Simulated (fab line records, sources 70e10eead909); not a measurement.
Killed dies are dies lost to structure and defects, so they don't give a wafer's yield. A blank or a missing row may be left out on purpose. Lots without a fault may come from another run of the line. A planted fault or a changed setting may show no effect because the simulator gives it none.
A struck lot beside a sound one | flow nand_harc | 15 steps out of a route of 1159
Sound: wafers L553.1, L553.5, L553.6. Struck: wafers L555.1, L555.4, L555.5. The cause comes at the end.
At each step with rows: each side's tool, then ch and its chambers, then its first start. Under that, the readings that differ: sound wafers | struck wafers | difference of the means | sigmas: that difference in standard deviations of wafers without a fault.
alike: readings whose means differ by less than 2 such deviations, and words and numbers that are the same on both sides. not compared: withheld readings, readings that some wafer has no value for, bounds like >300 that may hide the same value, and numbers for which the record gives no deviation and whose values overlap.
The two part at a step that has a row with sigmas, a row that says differs or no value, or rows on one side only. Numbers that don't overlap but have no deviation are shown without sigmas and don't part them. A reading that every wafer of one side lacks parts them only if that side has two wafers or more.

NHARC_P_CONTACT_INSPECT_14:
  sound on defect_inspect-02, day 6 17:26; struck on defect_inspect-01, day 6 13:28
  alike: raw_defect_count
then, 2 steps without rows for these wafers: NHARC_P_CONTACT_DESCUM_17 (chemistry O2, time 3 s); NHARC_P_CONTACT_ETCH_35 (etches the open film in CF4, target depth 39 nm, time 65 s).
NHARC_P_CONTACT_ETCH_36: etches the open film in N2/H2, target depth 260 nm, time 406.25 s.
  sound on rie_diel-12 ch 0,1,3; struck on rie_diel-02 ch 0,1,3
  alike: bias_w, drypump_motor_current_A, n2_flow_sccm, oes_product_au, rf_vpp_V, showerhead_plenum_p_Torr, throttle_valve_pct
  not compared: rf_hours_counter_h
NHARC_P_CONTACT_ETCH_18: etches the open film in C4F8/O2/Ar, target depth 481 nm, time 240.5 s.
  sound on rie_diel-12 ch 0,1; struck on rie_diel-02 ch 1,2
  reading      | sound       | struck      | difference | sigmas
  rf_vpp_V (V) | 985 985 983 | 970 971 971 | -14        | -2
  alike: bias_w, oes_product_au
  not compared: rf_hours_counter_h
then, 1 step without rows for these wafers: NHARC_P_CONTACT_STRIP_37 (strips in C4F8/O2/Ar).
NHARC_P_CONTACT_ETCH_31: etches the open film in CH3F/O2, target depth 30 nm, time 85.7 s.
  sound on rie_diel-12 ch 0,2,3; struck on rie_diel-02 ch 0,1,3
  alike: bias_w, drypump_motor_current_A, oes_product_au, rf_vpp_V, showerhead_plenum_p_Torr, throttle_valve_pct
  not compared: rf_hours_counter_h
NHARC_P_CONTACT_CD_MEAS_19:
  sound on cd_sem-02, day 6 18:23; struck on cd_sem-02, day 6 14:33
  alike: cd_nm
NHARC_P_CONTACT_STRIP_28: strips in O2.
  sound on rie_diel-01 ch 2,3, day 6 18:28; struck on rie_diel-02 ch 0,1, day 6 14:38
  alike: drypump_motor_current_A, oes_product_au, rf_vpp_V, showerhead_plenum_p_Torr, throttle_valve_pct
  not compared: rf_hours_counter_h
then, 3 steps without rows for these wafers: NHARC_P_CONTACT_STRIP_29 (strips in post etch residue remover, time 1200 s); NHARC_P_CONTACT_DEGAS_38 (time 60 s); NHARC_P_CONTACT_PRE_CLEAN_39 (time 19.5 s).
NHARC_P_CONTACT_PVD_32: deposits Ti, target thk 5 nm, time 17.7 s.
  sound on pvd_sputter-01, day 6 19:14; struck on pvd_sputter-03, day 6 15:40
  alike: throttle_valve_pct
NHARC_P_CONTACT_ALD_22: deposits TiN, target thk 3 nm, pulse time 1 s, ald cycles 150.
  sound on ald_metal-01 ch 0,2,3, day 6 19:25; struck on ald_metal-02 ch 0,1, day 6 15:47
  alike: heater_power_w, precursor_pulse_height_rel, susceptor_temp_C
then, 1 step without rows for these wafers: NHARC_END_SORT_01.

WHERE THEY PART
Only at NHARC_P_CONTACT_ETCH_18, within this record. Later steps at which nothing parts them and some readings are alike: NHARC_P_CONTACT_ETCH_31, NHARC_P_CONTACT_CD_MEAS_19, NHARC_P_CONTACT_STRIP_28, NHARC_P_CONTACT_PVD_32, NHARC_P_CONTACT_ALD_22.

WHY: what the simulator had put in
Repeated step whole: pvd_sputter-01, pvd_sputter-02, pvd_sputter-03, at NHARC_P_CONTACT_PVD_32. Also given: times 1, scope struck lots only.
